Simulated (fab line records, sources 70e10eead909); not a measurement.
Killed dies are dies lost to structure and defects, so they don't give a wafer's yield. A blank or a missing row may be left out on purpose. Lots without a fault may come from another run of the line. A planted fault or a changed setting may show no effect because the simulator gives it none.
fab line records | flow nand_harc
record lots=5 wafers=15 last_day=24
route steps=1159 shown P_GATE@170 END@1159
lots that met no fault: from a run of the same line without faults
start_h: hours from the record's first day to the start of the lot's first wafer shown | wait_h: hours since the lot's step before | " the same as in the row above | L1.1+2: a row that stands for several wafers | - no value, or no start given | * or withheld: withheld | < > ~ a bound
route shown NAME@n: a module of which the file shows steps, and the number in the route of the first | usual: mean/standard deviation of fault-free wafers | same: alike in all rows | chamber/n: place in a boat | sites: the reading at each site | _std_site: their standard deviation | _edge_site: outer sites' mean less inner sites' | radius_mm: how far each site lies from the wafer's centre | mask NAME#n: copy n | behind: the tool/chamber that last shaped the wafer | hold: why the lot was held/for how many hours/how that ended | device: the transistor (n, p or np) that didn't switch | end of line: the same wafers' tests at the end of the route | a step without rows: its recipe alone | killed: dies lost to structure and defects at the first sort, not the wafer's yield | map: a wafer's dies, x killed, . not, _ none there
set.NAME: the setting as run; set.NAME@STEP: as run at that earlier step | model.NAME: the simulator's own value behind a step, which no gauge read
lots at some steps of the route; a table a step, a row a wafer
services: from which hour (start_h, from the record's first day; less than 0 if before it) a tool's chamber was out of use, for how many hours, and why
## steps
# step NHARC_P_GATE_CD_MEAS_46
# recipe target_cd_nm=720 landing_energy_ev=500
# usual cd_nm=719.4/1.6
# columns lot.wafer tool chamber start_h wait_h cd_nm
L316.1 cd_sem-02 0 141.57 - 717.6
L316.2 " 0 " " 717.3
L316.4 " 0 " " 721.0
L317.2 cd_sem-02 0 148.21 - 720.6
L317.3 " 0 " " 718.0
L317.6 " 0 " " 717.1
L322.1 cd_sem-02 0 180.21 - 719.6
L322.2 " 0 " " 718.3
L322.4 " 0 " " 718.1
L330.1 cd_sem-01 0 226.69 - 715.4
L330.2 " 0 " " 717.1
L330.4 " 0 " " 718.7
L332.4 cd_sem-03 0 235.35 - 719.0
L332.5 " 0 " " 717.8
L332.6 " 0 " " 720.8
# step NHARC_P_GATE_HARDBAKE_47
# recipe temp_c=125 time_s=80
# step NHARC_P_GATE_DESCUM_48
# recipe time_s=3 o2_flow_sccm=200 ar_flow_sccm=0 bias_power_w=0 chemistry=O2
# usual drypump_motor_current_A=5.6/0.56 oes_product_au=0.999/0.0087 rf_vpp_V=57.8/0.86 showerhead_plenum_p_Torr=1.93/0.065 throttle_valve_pct=11.310/0.0092
# columns lot.wafer tool chamber start_h wait_h drypump_motor_current_A oes_product_au rf_hours_counter_h rf_vpp_V showerhead_plenum_p_Torr throttle_valve_pct
L316.2 rie_diel-02 1 141.73 - 5.3 1.006 32 57.7 1.90 11.317
L316.1 " 3 " " 5.7 1.007 30 57.9 1.86 11.315
L316.4 " 0 " " 4.7 1.011 32 57.8 1.98 11.310
L317.2 rie_diel-03 2 148.38 - 5.6 0.989 37 58.4 2.03 11.303
L317.3 " 0 " " 5.6 1.005 34 59.0 2.01 11.321
L317.6 " 2 " " 5.6 1.004 - 56.7 2.03 11.304
L322.2 rie_diel-02 0 180.37 - 4.7 1.011 3 58.5 1.98 11.303
L322.1 " 1 " " 5.3 0.994 3 58.2 1.90 11.314
L322.4 " 3 " " 5.7 0.996 3 57.7 1.86 11.306
L330.1 rie_diel-11 2 226.88 - 5.6 1.003 9 57.4 1.81 11.302
L330.4 " 3 " " 5.4 0.988 8 58.4 1.85 11.305
L330.2 " 0 " " 6.2 0.988 8 58.3 1.89 11.294
L332.4 rie_diel-03 0 235.50 - 5.6 1.009 3 58.1 2.00 11.312
L332.5 " 0 " " 5.6 1.011 - 57.7 2.00 11.304
L332.6 " 1 " " 4.9 0.996 - 58.4 1.98 11.302
# step NHARC_P_GATE_IMPLANT_49
# recipe energy_kev=30 dose_cm2=3e+15 tilt_deg=7
# step NHARC_P_GATE_STRIP_111
# recipe power_w=1500 temp_c=110 time_s=250 chemistry=N2/H2
# usual drypump_motor_current_A=5.81/0.27 heater_power_w=89/12
# columns lot.wafer tool chamber start_h wait_h drypump_motor_current_A heater_power_w rf_hours_counter_h
L316.2 plasma_asher-01 1 142.10 0.2 6.18 70 12
L316.1 " 0 " " 5.50 102 12
L316.4 " 0 " " 5.51 101 -
L317.2 plasma_asher-02 0 148.73 0.2 5.95 97 45
L317.3 " 1 " " 5.62 91 -
L317.6 " 0 " " 5.96 97 -
L322.2 plasma_asher-01 0 180.79 0.2 5.55 104 24
L322.1 " 1 " " 6.16 68 24
L322.4 " 0 " " 5.52 100 -
L330.2 plasma_asher-01 0 227.23 0.2 5.52 100 41
L330.1 " 1 " " 6.19 70 41
L330.4 " 1 " " 6.20 69 -
L332.4 plasma_asher-02 0 235.97 0.2 5.96 92 -
L332.6 " 0 " " 5.95 92 -
L332.5 " 1 " " 5.58 90 -
# step NHARC_P_GATE_STRIP_75
# recipe power_w=1500 temp_c=250 chemistry=O2
# usual drypump_motor_current_A=5.81/0.26 heater_power_w=332/45
# columns lot.wafer tool chamber start_h wait_h drypump_motor_current_A heater_power_w rf_hours_counter_h
L316.2 plasma_asher-01 1 142.40 0.3 6.18 258 13
L316.1 " 0 " " 5.53 383 13
L316.4 " 0 " " 5.51 387 -
L317.2 plasma_asher-02 0 149.03 0.2 5.95 352 45
L317.3 " 1 " " 5.59 331 -
L317.6 " 0 " " 5.94 378 -
L322.2 plasma_asher-01 0 181.09 0.3 5.51 393 24
L322.1 " 1 " " 6.18 255 24
L322.4 " 0 " " 5.51 376 -
L330.2 plasma_asher-01 0 227.53 0.2 5.48 369 41
L330.1 " 1 " " 6.16 256 41
L330.4 " 1 " " 6.16 262 -
L332.4 plasma_asher-02 0 236.19 0.2 5.93 348 -
L332.6 " 0 " " 5.95 336 -
L332.5 " 1 " " 5.66 328 -
# step NHARC_P_GATE_STRIP_50
# recipe time_s=900 temp_c=130 chemistry=SPM
# step NHARC_P_GATE_DEHYDRATE_51
# recipe temp_c=150 time_s=120
# step NHARC_P_GATE_HMDS_52
# recipe time_s=30
# step NHARC_P_GATE_COAT_53
# recipe spin_rpm=3000
# step NHARC_P_GATE_SOFTBAKE_54
# recipe temp_c=122 time_s=95
# step NHARC_P_GATE_EBR_55
# step NHARC_P_GATE_EXPOSE_56
# recipe na=0.6 target_cd_nm=720 dose_mj=14.81 mask_id=P_PSD
# columns lot.wafer tool chamber start_h wait_h mask
L316.1+2+4 krf_scanner-01 0 143.17 - P_PSD#0
L317.2+3+6 krf_scanner-02 0 149.80 - P_PSD#0
L322.1+2+4 krf_scanner-02 0 181.73 - P_PSD_R1#0
L330.1+2+4 krf_scanner-02 0 228.32 - P_PSD#0
L332.4+5+6 krf_scanner-01 0 236.96 - P_PSD#0
# step NHARC_P_GATE_PEB_57
# recipe peb_temp_c=118 peb_time_s=85
# step NHARC_P_GATE_DEVELOP_58
# recipe time_s=70
# step NHARC_P_GATE_CD_MEAS_59
# recipe target_cd_nm=720 landing_energy_ev=500
# usual cd_nm=720.4/1.6
# columns lot.wafer tool chamber start_h wait_h cd_nm
L316.1 cd_sem-02 0 143.32 - 721.7
L316.2 " 0 " " 720.4
L316.4 " 0 " " 722.2
L317.2 cd_sem-03 0 149.97 - 719.9
L317.3 " 0 " " 717.8
L317.6 " 0 " " 720.5
L322.1 cd_sem-03 0 181.88 - 704.2
L322.2 " 0 " " 703.4
L322.4 " 0 " " 705.0
L330.1 cd_sem-03 0 228.48 - 718.8
L330.2 " 0 " " 721.7
L330.4 " 0 " " 719.5
L332.4 cd_sem-03 0 237.11 - 721.4
L332.5 " 0 " " 720.7
L332.6 " 0 " " 718.9
# step NHARC_P_GATE_HARDBAKE_60
# recipe temp_c=125 time_s=80
# step NHARC_END_SORT_01
# recipe temp_c=25
# usual killed_at_array=26/10 killed_at_other=0.5/0.87 killed_at_periphery=3.0/2.5 killed_dies=29/11 killed_open=3.3/1.9 killed_short=1.8/1.5
# same gross_dies=677
# columns lot.wafer tool chamber start_h wait_h killed_at_array killed_at_other killed_at_periphery killed_dies killed_open killed_short
L322.1 prober-01 0 499.08 2.5 11 0 3 14 5 2
L322.2 prober-01 0 499.89 2.8 16 0 5 21 5 0
L322.4 prober-01 0 501.51 3.4 18 0 5 23 4 3
# killed by level:class
L322.1 A_CONTACT:geometric_particle:open=3 A_CHANNEL_HOLE_D1:chamber_film_flake=3 A_WL_FILL:geometric_particle:short=2 P_M0:geometric_particle:open=1 A_WL_FILL:geometric_particle:open=1 P_GATE:chamber_film_flake=1 P_M2:chamber_film_flake=1 A_STAIRCASE:chamber_film_flake=1
L322.2 A_STAIRCASE:chamber_film_flake=4 A_CONTACT:geometric_particle:open=3 A_CHANNEL_HOLE_D1:chamber_film_flake=3 A_CONTACT:chamber_film_flake=3 A_CHANNEL_FILL_D1:geometric_particle:open=2 P_STI:chamber_film_flake=2 P_ZERO_WELL:chamber_film_flake=1 P_CONTACT:chamber_film_flake=1
L322.4 A_CHANNEL_HOLE_D1:chamber_film_flake=7 A_STAIRCASE:chamber_film_flake=4 A_ONON_D1:geometric_particle:short=3 P_M2:chamber_film_flake=2 P_CONTACT:geometric_particle:open=1 A_SOURCE_PLATE:geometric_particle:open=1 P_ZERO_WELL:chamber_film_flake=1 A_CONTACT:geometric_particle:open=1
## services
# columns tool chamber start_h hours kind
rie_diel-03 0 121.18 - clean
rie_diel-03 1 121.18 - clean
rie_diel-03 2 121.18 - clean
rie_diel-03 2 125.38 6.1 repair
rie_diel-03 - 129.29 0.2 repair
plasma_asher-02 - 133.31 0.3 repair
rie_diel-03 0 140.09 5.1 repair
rie_diel-02 3 144.75 8.2 repair
krf_scanner-01 - 147.75 7.0 repair
rie_diel-02 - 150.70 9.0 pm
krf_scanner-02 - 171.90 2.2 repair
rie_diel-03 2 175.48 10.4 repair
plasma_asher-02 - 183.00 9.0 pm
plasma_asher-02 0 183.00 9.0 vent_cycle
plasma_asher-02 1 183.00 9.0 vent_cycle
krf_scanner-02 - 184.10 0.7 repair
rie_diel-02 3 184.48 4.1 repair
rie_diel-02 2 186.18 7.2 repair
rie_diel-11 - 189.50 9.0 pm
plasma_asher-02 0 192.00 - clean
plasma_asher-02 1 192.00 - clean
krf_scanner-02 0 203.46 - calibration
krf_scanner-02 - 210.00 4.0 pm
rie_diel-03 - 215.46 9.0 pm
## key
first_sign step=NHARC_P_GATE_EXPOSE_56 reading=mask direction=changed
effect step=NHARC_P_GATE_CD_MEAS_59 reading=cd_nm direction=down sigmas=10 usual=720.4 struck=704.2
met_at NHARC_P_GATE_EXPOSE_56
struck_wafers L322.1,L322.2,L322.4
tester_left_out L322
onset_between 149.80 181.73
fault kind=wrong_mask tool=any chamber=- onset_h=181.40 steps=NHARC_P_GATE_EXPOSE_56 aux_copy=P_PSD_R1#0 cd_offset_nm=-12.733 scope=struck_lots_only
# tester_left_out: of these lots the tester's yield and bins aren't shown, on N5 and GAA mostly nor the transistor test; their killed dies are dies lost to structure and defects alone, not to doping, threshold or leakage, so they don't give the yield
